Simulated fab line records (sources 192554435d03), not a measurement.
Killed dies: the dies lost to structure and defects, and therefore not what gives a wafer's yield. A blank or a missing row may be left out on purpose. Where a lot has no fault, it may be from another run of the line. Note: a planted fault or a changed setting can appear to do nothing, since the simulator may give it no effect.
fab line records + flow n5_finfet
[record]
- lots = 11
- wafers = 33
- last_day = 18
route steps=1938 shown BEOL_M15@1805 PASS1_DEP@1831 MIM_TOP_LITHO@1849 PASSIVATION@1936
lots untouched by any fault: they come from a run of this same line in which no faults occurred
start_h: the number of hours between the record's first day and the start of the first shown wafer of the lot + wait_h: time in hours since the lot's previous step + " the same as in the row above + L1.1+2: several wafers, shown together as one row + - either no value or no given start + * or withheld: withheld + < > ~ a bound
route shown NAME@n: a module of which the file shows steps, and the number in the route of the first + usual: the fault-free wafers' mean and standard deviation + same: alike in all rows + chamber/n: place in a boat + sites: readings site by site + _std_site: standard deviation across them + _edge_site: inner sites' mean taken away from outer sites' mean + radius_mm: for every site, how far away it sits from the centre of the wafer + mask NAME#n: copy n + behind: the most recent tool/chamber to have shaped the wafer + hold: what put the lot on hold/how long, in hours/how the hold closed + device: whichever transistor did not switch (one of n, p or np) + end of line: the route-end tests of the same wafers + step lacking rows: just its recipe + killed: at the first sort, the dies lost to defects and structure; wafer yield is something else + map: the dies of a wafer, with x for killed, . for not killed, _ for no die there
set.NAME: the setting that was run; set.NAME@STEP: the one run at that earlier step + model.NAME: the simulator's own value behind a step, which no gauge read
the route's steps for a sample of lots (tables are steps, rows are wafers)
services: a tool's chamber out of use, with start hour (start_h, from the record's first day; less than 0 if before it), hours out, and reason
[[steps]]
[step N5_BEOL_M15_OVL_MEAS_29]
[recipe]
- points_per_wafer = 44
[usual]
- M15_OVL = 3/6
| lot.wafer | tool       | chamber | start_h | wait_h | M15_OVL[nm] |
|-----------|------------|---------|---------|--------|-------------|
| L842.1    | overlay-01 | 0       | 267.14  | 0.0    | 2           |
| L842.5    | "          | 0       | "       | "      | -4          |
| L842.6    | "          | 0       | "       | "      | -4          |
| L843.1    | overlay-01 | 0       | 269.56  | 0.0    | 3           |
| L843.2    | "          | 0       | "       | "      | 5           |
| L843.3    | "          | 0       | "       | "      | 2           |
| L844.1    | overlay-01 | 0       | 281.75  | 0.0    | 7           |
| L844.3    | "          | 0       | "       | "      | 11          |
| L844.6    | "          | 0       | "       | "      | 4           |
| L845.1    | overlay-02 | 0       | 293.25  | 0.0    | 6           |
| L845.2    | "          | 0       | "       | "      | 2           |
| L845.5    | "          | 0       | "       | "      | 5           |
| L847.2    | overlay-02 | 0       | 299.11  | 0.0    | 3           |
| L847.4    | "          | 0       | "       | "      | 9           |
| L847.6    | "          | 0       | "       | "      | 4           |
| L848.2    | overlay-02 | 0       | 307.91  | 0.0    | 5           |
| L848.3    | "          | 0       | "       | "      | 4           |
| L848.4    | "          | 0       | "       | "      | 4           |
| L857.1    | overlay-02 | 0       | 373.04  | 0.0    | 1           |
| L857.4    | "          | 0       | "       | "      | 1           |
| L857.6    | "          | 0       | "       | "      | -6          |
| L858.2    | overlay-01 | 0       | 387.77  | 0.0    | -2          |
| L858.4    | "          | 0       | "       | "      | -8          |
| L858.5    | "          | 0       | "       | "      | -3          |
| L856.1    | overlay-02 | 0       | 389.03  | 0.0    | -5          |
| L856.3    | "          | 0       | "       | "      | 0           |
| L856.4    | "          | 0       | "       | "      | -8          |
| L860.1    | overlay-02 | 0       | 400.99  | 0.0    | 15          |
| L860.4    | "          | 0       | "       | "      | 12          |
| L860.5    | "          | 0       | "       | "      | 8           |
| L861.1    | overlay-02 | 0       | 416.53  | 0.0    | -9          |
| L861.5    | "          | 0       | "       | "      | -2          |
| L861.6    | "          | 0       | "       | "      | 1           |
[step N5_BEOL_M15_PRE_CLEAN_42]
[recipe]
- gas = H2/He
- time_s = 30
- temp_c = 300
[usual]
- heater_power_w = 453/41
| lot.wafer | tool           | chamber | start_h | wait_h | heater_power_w |
|-----------|----------------|---------|---------|--------|----------------|
| L843.1    | pvd_sputter-01 | -       | 272.82  | 0.0    | 412            |
| L843.2    | "              | -       | "       | "      | 388            |
| L843.3    | "              | -       | "       | "      | 450            |
| L842.1    | pvd_sputter-01 | -       | 273.22  | 0.0    | 483            |
| L842.5    | "              | -       | "       | "      | 416            |
| L842.6    | "              | -       | "       | "      | 482            |
| L844.1    | pvd_sputter-02 | -       | 284.24  | 0.0    | 458            |
| L844.3    | "              | -       | "       | "      | 535            |
| L844.6    | "              | -       | "       | "      | 493            |
| L845.1    | pvd_sputter-01 | -       | 295.33  | 0.0    | 382            |
| L845.2    | "              | -       | "       | "      | 469            |
| L845.5    | "              | -       | "       | "      | 406            |
| L847.2    | pvd_sputter-01 | -       | 302.03  | 0.0    | 407            |
| L847.4    | "              | -       | "       | "      | 462            |
| L847.6    | "              | -       | "       | "      | 405            |
| L848.2    | pvd_sputter-03 | -       | 309.39  | 0.0    | 502            |
| L848.3    | "              | -       | "       | "      | 426            |
| L848.4    | "              | -       | "       | "      | 425            |
| L857.1    | pvd_sputter-03 | -       | 378.02  | 0.0    | 510            |
| L857.4    | "              | -       | "       | "      | 487            |
| L857.6    | "              | -       | "       | "      | 433            |
| L858.2    | pvd_sputter-02 | -       | 389.17  | 0.0    | 462            |
| L858.4    | "              | -       | "       | "      | 488            |
| L858.5    | "              | -       | "       | "      | 494            |
| L856.1    | pvd_sputter-01 | -       | 392.89  | 0.0    | 386            |
| L856.3    | "              | -       | "       | "      | 405            |
| L856.4    | "              | -       | "       | "      | 473            |
| L860.1    | pvd_sputter-03 | -       | 403.79  | 0.0    | 492            |
| L860.4    | "              | -       | "       | "      | 423            |
| L860.5    | "              | -       | "       | "      | 483            |
| L861.1    | pvd_sputter-01 | -       | 418.72  | 0.0    | 394            |
| L861.5    | "              | -       | "       | "      | 415            |
| L861.6    | "              | -       | "       | "      | 466            |
[step N5_BEOL_M15_RS_MEAS_54]
[recipe]
- thk_meas_gauge = four-point-probe
- reads = Cu_of_BEOL_M15_ECD_47+Ta_of_BEOL_M15_SPUTTER_44+TaN_of_BEOL_M15_SPUTTER_43
[usual]
- M15_RS = 0.0215/0.00044
| lot.wafer | tool          | chamber | start_h | wait_h | M15_RS[ohm/sq] |
|-----------|---------------|---------|---------|--------|----------------|
| L843.1    | film_metro-02 | -       | 274.12  | 0.0    | 0.0218         |
| L843.2    | "             | -       | "       | "      | 0.0214         |
| L843.3    | "             | -       | "       | "      | 0.0222         |
| L842.1    | film_metro-02 | -       | 274.77  | 0.0    | 0.0215         |
| L842.5    | "             | -       | "       | "      | 0.0210         |
| L842.6    | "             | -       | "       | "      | 0.0209         |
| L844.1    | film_metro-01 | -       | 286.15  | 0.0    | 0.0216         |
| L844.3    | "             | -       | "       | "      | 0.0213         |
| L844.6    | "             | -       | "       | "      | 0.0218         |
| L845.1    | film_metro-01 | -       | 296.61  | 0.0    | 0.0213         |
| L845.2    | "             | -       | "       | "      | 0.0216         |
| L845.5    | "             | -       | "       | "      | 0.0215         |
| L847.2    | film_metro-02 | -       | 303.31  | 0.1    | 0.0224         |
| L847.4    | "             | -       | "       | "      | 0.0218         |
| L847.6    | "             | -       | "       | "      | 0.0218         |
| L848.2    | film_metro-01 | -       | 310.69  | 0.1    | 0.0219         |
| L848.3    | "             | -       | "       | "      | 0.0219         |
| L848.4    | "             | -       | "       | "      | 0.0215         |
| L857.1    | film_metro-01 | -       | 379.50  | 0.0    | 0.0223         |
| L857.4    | "             | -       | "       | "      | 0.0219         |
| L857.6    | "             | -       | "       | "      | 0.0220         |
| L858.2    | film_metro-01 | -       | 390.59  | 0.1    | 0.0223         |
| L858.4    | "             | -       | "       | "      | 0.0219         |
| L858.5    | "             | -       | "       | "      | 0.0214         |
| L856.1    | film_metro-02 | -       | 394.74  | 0.0    | 0.0220         |
| L856.3    | "             | -       | "       | "      | 0.0212         |
| L856.4    | "             | -       | "       | "      | 0.0213         |
| L860.1    | film_metro-02 | -       | 405.90  | 0.0    | 0.0207         |
| L860.4    | "             | -       | "       | "      | 0.0213         |
| L860.5    | "             | -       | "       | "      | 0.0209         |
| L861.1    | film_metro-01 | -       | 420.01  | 0.0    | 0.0216         |
| L861.5    | "             | -       | "       | "      | 0.0207         |
| L861.6    | "             | -       | "       | "      | 0.0211         |
[step N5_PASSIVATION_PECVD_00]
[recipe]
- material = SiO2
- target_thk_a = 2000
- temp_c = 400
- precursor = SiH4/N2O
- pressure_torr = 2.7
- rf_w = 608
- time_s = 11.2
[usual]
- heater_power_w = 688/100
- showerhead_plenum_p_Torr = 8.12/0.078
- throttle_valve_pct = 52/3.9
| lot.wafer | tool     | chamber | start_h | wait_h | heater_power_w | showerhead_plenum_p_Torr | throttle_valve_pct |
|-----------|----------|---------|---------|--------|----------------|--------------------------|--------------------|
| L843.1    | pecvd-04 | 0       | 275.13  | 0.8    | 616            | 8.08                     | 59                 |
| L843.2    | "        | 2       | "       | "      | 747            | 8.12                     | 48                 |
| L843.3    | "        | 1       | "       | "      | 623            | 8.21                     | 49                 |
| L842.1    | pecvd-04 | 2       | 275.79  | 0.8    | 739            | 8.13                     | 49                 |
| L842.5    | "        | 0       | "       | "      | 646            | 8.05                     | 59                 |
| L842.6    | "        | 2       | "       | "      | 742            | 8.12                     | 49                 |
| L844.1    | pecvd-04 | 1       | 287.17  | 0.8    | 562            | 8.17                     | 49                 |
| L844.3    | "        | 2       | "       | "      | 701            | 8.10                     | 49                 |
| L844.6    | "        | 2       | "       | "      | 715            | 8.10                     | 49                 |
| L845.1    | pecvd-04 | 1       | 298.03  | 0.8    | 606            | 8.18                     | 49                 |
| L845.2    | "        | 0       | "       | "      | 706            | 8.10                     | 59                 |
| L845.5    | "        | 1       | "       | "      | 636            | 8.20                     | 49                 |
| L847.2    | pecvd-04 | 1       | 304.33  | 0.7    | 565            | 8.21                     | 49                 |
| L847.4    | "        | 2       | "       | "      | 757            | 8.10                     | 49                 |
| L847.6    | "        | 0       | "       | "      | 659            | 8.07                     | 60                 |
| L848.2    | pecvd-04 | 1       | 311.71  | 0.7    | 566            | 8.21                     | 49                 |
| L848.3    | "        | 0       | "       | "      | 599            | 8.06                     | 59                 |
| L848.4    | "        | 0       | "       | "      | 620            | 8.08                     | 59                 |
| L857.1    | pecvd-04 | 2       | 380.51  | 0.8    | 621            | 8.14                     | 49                 |
| L857.4    | "        | 0       | "       | "      | 673            | 8.07                     | 59                 |
| L857.6    | "        | 1       | "       | "      | 633            | 8.19                     | 49                 |
| L858.2    | pecvd-04 | 2       | 391.60  | 0.7    | 623            | 8.10                     | 49                 |
| L858.4    | "        | 0       | "       | "      | 638            | 8.06                     | 59                 |
| L858.5    | "        | 2       | "       | "      | 629            | 8.12                     | 49                 |
| L856.1    | pecvd-01 | 0       | 395.76  | 0.8    | 599            | 8.04                     | 49                 |
| L856.3    | "        | 2       | "       | "      | 836            | 8.05                     | 53                 |
| L856.4    | "        | 0       | "       | "      | 620            | 8.04                     | 49                 |
| L860.1    | pecvd-01 | 0       | 406.92  | 0.8    | 635            | 8.03                     | 50                 |
| L860.4    | "        | 2       | "       | "      | 998            | 8.06                     | 54                 |
| L860.5    | "        | 2       | "       | "      | 971            | 8.06                     | 54                 |
| L861.1    | pecvd-04 | 0       | 421.03  | 0.8    | 658            | 8.06                     | 59                 |
| L861.5    | "        | 0       | "       | "      | 678            | 8.05                     | 59                 |
| L861.6    | "        | 2       | "       | "      | 659            | 8.12                     | 49                 |
[step N5_MIM_TOP_LITHO_INSPECT_12]
[recipe]
- mode = adi
- inspect_instrument = macro
[usual]
- raw_defect_count = 2.0/1.4
| lot.wafer | tool              | chamber | start_h | wait_h | raw_defect_count |
|-----------|-------------------|---------|---------|--------|------------------|
| L843.1    | defect_inspect-02 | -       | 281.37  | 0.0    | 2                |
| L843.2    | "                 | -       | "       | "      | 1                |
| L843.3    | "                 | -       | "       | "      | 2                |
| L842.1    | defect_inspect-02 | -       | 281.46  | 0.0    | 3                |
| L842.5    | "                 | -       | "       | "      | 3                |
| L842.6    | "                 | -       | "       | "      | 3                |
| L844.1    | defect_inspect-02 | -       | 290.73  | 0.0    | 5                |
| L844.3    | "                 | -       | "       | "      | 0                |
| L844.6    | "                 | -       | "       | "      | 1                |
| L845.1    | defect_inspect-01 | -       | 299.92  | 0.0    | 276              |
| L845.2    | "                 | -       | "       | "      | 259              |
| L845.5    | "                 | -       | "       | "      | >300             |
| L847.2    | defect_inspect-02 | -       | 306.04  | 0.0    | 297              |
| L847.4    | "                 | -       | "       | "      | 295              |
| L847.6    | "                 | -       | "       | "      | 272              |
| L848.2    | defect_inspect-01 | -       | 314.14  | 0.0    | 283              |
| L848.3    | "                 | -       | "       | "      | 287              |
| L848.4    | "                 | -       | "       | "      | 279              |
| L857.1    | defect_inspect-02 | -       | 382.00  | 0.0    | 1                |
| L857.4    | "                 | -       | "       | "      | 2                |
| L857.6    | "                 | -       | "       | "      | 4                |
| L858.2    | defect_inspect-02 | -       | 394.34  | 0.0    | 3                |
| L858.4    | "                 | -       | "       | "      | 0                |
| L858.5    | "                 | -       | "       | "      | 3                |
| L856.1    | defect_inspect-01 | -       | 401.18  | 0.0    | 2                |
| L856.3    | "                 | -       | "       | "      | 2                |
| L856.4    | "                 | -       | "       | "      | 4                |
| L860.1    | defect_inspect-02 | -       | 410.53  | 0.0    | 1                |
| L860.4    | "                 | -       | "       | "      | 2                |
| L860.5    | "                 | -       | "       | "      | 2                |
| L861.1    | defect_inspect-02 | -       | 423.71  | 0.0    | 1                |
| L861.5    | "                 | -       | "       | "      | 2                |
| L861.6    | "                 | -       | "       | "      | 2                |
[step N5_PASSIVATION_PROBE_49]
[usual]
- defect_limited_yield = 91.1/1.5
- killed_at_M0_to_M3 = 37/11
- killed_at_M4_up = 13/5.6
- killed_at_contacts = 12/5.6
- killed_at_front_end = 39/11
- killed_at_other = 4/3.1
- killed_dies = 105/18
- killed_open = 69/13
- killed_short = 35/7.4
- sort_bin_4_leakage = 0.00/0.022
- sort_bin_5_function = 5.1/0.92
- sort_bin_6_memory = 3.4/0.76
- sort_bin_8_speed = 0.02/0.11
- sort_n_pass = 1075/18
- sort_yield_pct = 91.1/1.5
[same]
- gross_dies = 1180
- killed_at_back_side = 0
| lot.wafer | tool      | chamber | start_h | wait_h | defect_limited_yield[%] | killed_at_M0_to_M3 | killed_at_M4_up | killed_at_contacts | killed_at_front_end | killed_at_other | killed_dies | killed_open | killed_short | sort_bin_4_leakage[%] | sort_bin_5_function[%] | sort_bin_6_memory[%] | sort_bin_8_speed[%] | sort_n_pass | sort_yield_pct[%] |
|-----------|-----------|---------|---------|--------|-------------------------|--------------------|-----------------|--------------------|---------------------|-----------------|-------------|-------------|--------------|-----------------------|------------------------|----------------------|---------------------|-------------|-------------------|
| L845.1    | prober-02 | -       | 310.29  | 0.0    | 90.6                    | 23                 | 9               | 15                 | 31                  | 33              | 111         | 59          | 21           | 0                     | 6.4                    | 2.5                  | 0.34                | 1065        | 90.3              |
| L845.2    | prober-02 | -       | 310.34  | 0.1    | 84.7                    | 22                 | 15              | 18                 | 32                  | 94              | 181         | 57          | 31           | 0                     | 10.0                   | 4.1                  | 0                   | 999         | 84.7              |
| L845.5    | prober-02 | -       | 310.49  | 0.2    | 88.9                    | 28                 | 14              | 14                 | 39                  | 36              | 131         | 64          | 32           | 0                     | 6.8                    | 3.4                  | 0                   | 1049        | 88.9              |
| L847.2    | prober-01 | -       | 315.89  | 0.1    | 86.0                    | 47                 | 8               | 16                 | 50                  | 44              | 165         | 79          | 47           | 0.25                  | 7.7                    | 4.8                  | 0                   | 1012        | 85.8              |
| L847.4    | prober-01 | -       | 315.99  | 0.2    | 85.1                    | 43                 | 11              | 14                 | 44                  | 64              | 176         | 84          | 32           | 0                     | 10.0                   | 4.0                  | 0                   | 1004        | 85.1              |
| L847.6    | prober-01 | -       | 316.09  | 0.3    | 83.5                    | 34                 | 3               | 10                 | 49                  | 99              | 195         | 50          | 53           | 0                     | 10.6                   | 4.1                  | 0                   | 985         | 83.5              |
| L848.2    | prober-02 | -       | 326.44  | 0.1    | 87.5                    | 35                 | 19              | 15                 | 39                  | 39              | 147         | 68          | 38           | 0                     | 7.5                    | 3.1                  | 0                   | 1033        | 87.5              |
| L848.3    | prober-02 | -       | 326.49  | 0.1    | 81.1                    | 49                 | 12              | 15                 | 33                  | 114             | 223         | 91          | 28           | 0                     | 12.1                   | 5.2                  | 0                   | 957         | 81.1              |
| L848.4    | prober-02 | -       | 326.54  | 0.2    | 81.9                    | 40                 | 16              | 14                 | 36                  | 108             | 214         | 70          | 38           | 0                     | 12.0                   | 4.7                  | 0                   | 966         | 81.9              |
// killed by level:class
L845.1 PASS1_DEP:unspecified=30 MOL_CONTACT_COAG:geometric_particle:open=11 STI_FIN_REVEAL:geometric_particle:open=10 BEOL_M0_SAQP:geometric_particle:open=7 BEOL_M0_SAQP:geometric_particle:short=6 BEOL_M4:geometric_particle:open=6 FIN_SAQP:geometric_particle:open=5 BEOL_M2:geometric_particle:open=5
L845.2 PASS1_DEP:unspecified=93 MOL_CONTACT_COAG:geometric_particle:open=10 MOL_CONTACT_COAG:geometric_particle:short=8 DUMMY_GATE:geometric_particle:open=7 BEOL_M4:geometric_particle:open=7 FIN_SAQP:geometric_particle:open=6 STI_FIN_REVEAL:geometric_particle:open=6 BEOL_M3:geometric_particle:open=5
L845.5 PASS1_DEP:unspecified=35 STI_FIN_REVEAL:geometric_particle:open=14 FIN_SAQP:geometric_particle:short=9 MOL_CONTACT_COAG:geometric_particle:open=9 BEOL_M3:geometric_particle:open=8 DUMMY_GATE:geometric_particle:open=5 MOL_CONTACT_COAG:geometric_particle:short=5 BEOL_M0_SAQP:geometric_particle:short=5
L847.2 PASS1_DEP:unspecified=37 FIN_SAQP:geometric_particle:short=15 FIN_SAQP:geometric_particle:open=14 BEOL_M0_SAQP:geometric_particle:open=14 MOL_CONTACT_COAG:geometric_particle:open=13 BEOL_M0_SAQP:geometric_particle:short=10 STI_FIN_REVEAL:geometric_particle:open=9 BEOL_M2:geometric_particle:short=7
L847.4 PASS1_DEP:unspecified=59 FIN_SAQP:geometric_particle:open=14 MOL_CONTACT_COAG:geometric_particle:open=12 FIN_SAQP:geometric_particle:short=8 BEOL_M0_SAQP:geometric_particle:short=8 BEOL_M0_SAQP:geometric_particle:open=8 BEOL_M3:geometric_particle:open=8 STI_FIN_REVEAL:geometric_particle:open=7
L847.6 PASS1_DEP:unspecified=91 FIN_SAQP:geometric_particle:short=18 BEOL_M0_SAQP:geometric_particle:open=9 MOL_CONTACT_COAG:geometric_particle:open=8 BEOL_M0_SAQP:geometric_particle:short=8 GATE_CUT:geometric_particle:short=6 FIN_SAQP:geometric_particle:open=5 STI_FIN_REVEAL:geometric_particle:open=5
L848.2 PASS1_DEP:unspecified=33 BEOL_M2:geometric_particle:open=12 MOL_CONTACT_COAG:geometric_particle:open=10 FIN_SAQP:geometric_particle:short=9 STI_FIN_REVEAL:geometric_particle:open=8 BEOL_M3:geometric_particle:open=7 BEOL_M0_SAQP:geometric_particle:short=6 HKMG_FIN:area_etch=6
L848.3 PASS1_DEP:unspecified=103 BEOL_M0_SAQP:geometric_particle:open=18 BEOL_M3:geometric_particle:open=15 MOL_CONTACT_COAG:geometric_particle:open=14 BEOL_M4:geometric_particle:open=8 STI_FIN_REVEAL:geometric_particle:open=6 BEOL_M1:geometric_particle:open=6 GATE_CUT:geometric_particle:short=5
L848.4 PASS1_DEP:unspecified=104 BEOL_M3:geometric_particle:open=12 MOL_CONTACT_COAG:geometric_particle:open=9 BEOL_M4:geometric_particle:open=8 BEOL_M0_SAQP:geometric_particle:open=7 BEOL_M1:geometric_particle:open=6 FIN_SAQP:geometric_particle:short=5 MOL_CONTACT_COAG:geometric_particle:short=5
[[services]]
| tool           | chamber | start_h | hours | kind                          |
|----------------|---------|---------|-------|-------------------------------|
| pecvd-01       | 1       | 276.15  | 2.1   | scheduled_down                |
| pecvd-01       | -       | 283.28  | 4.3   | pm                            |
| pvd_sputter-02 | -       | 311.06  | 2.8   | repair                        |
| pvd_sputter-03 | -       | 348.61  | 9.2   | repair                        |
| pecvd-01       | 2       | 358.99  | -     | calibration                   |
| pecvd-01       | 1       | 391.85  | 13.1  | repair                        |
| pecvd-01       | 0       | 399.99  | 2.1   | scheduled_down                |
| pecvd-01       | 1       | 405.12  | -     | clean                         |
| pecvd-01       | 1       | 405.12  | -     | consumable_replace:showerhead |
| pvd_sputter-02 | -       | 408.90  | 9.1   | repair                        |
| pecvd-04       | 1       | 409.17  | 15.1  | repair                        |
| pvd_sputter-03 | -       | 417.42  | 3.6   | repair                        |
[[key]]
[first_sign]
- step = N5_MIM_TOP_LITHO_INSPECT_12
- reading = raw_defect_count
- direction = up
- sigmas = 99+
- usual = 2.0
- struck = >283.1
[effect]
- step = N5_PASSIVATION_PROBE_49
- reading = killed_at_other
- direction = up
- sigmas = 21
- usual = 4
- struck = 70
[more_kills_born_at]
- N5_PASSIVATION_PECVD_00@pecvd-04 = 585
met_at N5_PASSIVATION_PECVD_00
struck_lots L845,L847,L848
not_acting_at N5_BEOL_M15_OVL_MEAS_29,N5_BEOL_M15_PRE_CLEAN_42,N5_BEOL_M15_RS_MEAS_54
onset_between 287.17 298.03
[fault]
- kind = chamber_particle_source
- tool = pecvd-04
- chamber = -
- onset_h = 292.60
- steps = N5_PASSIVATION_PECVD_00
- rate_per_visit_cm2 = 0.43952
- end_h = 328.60
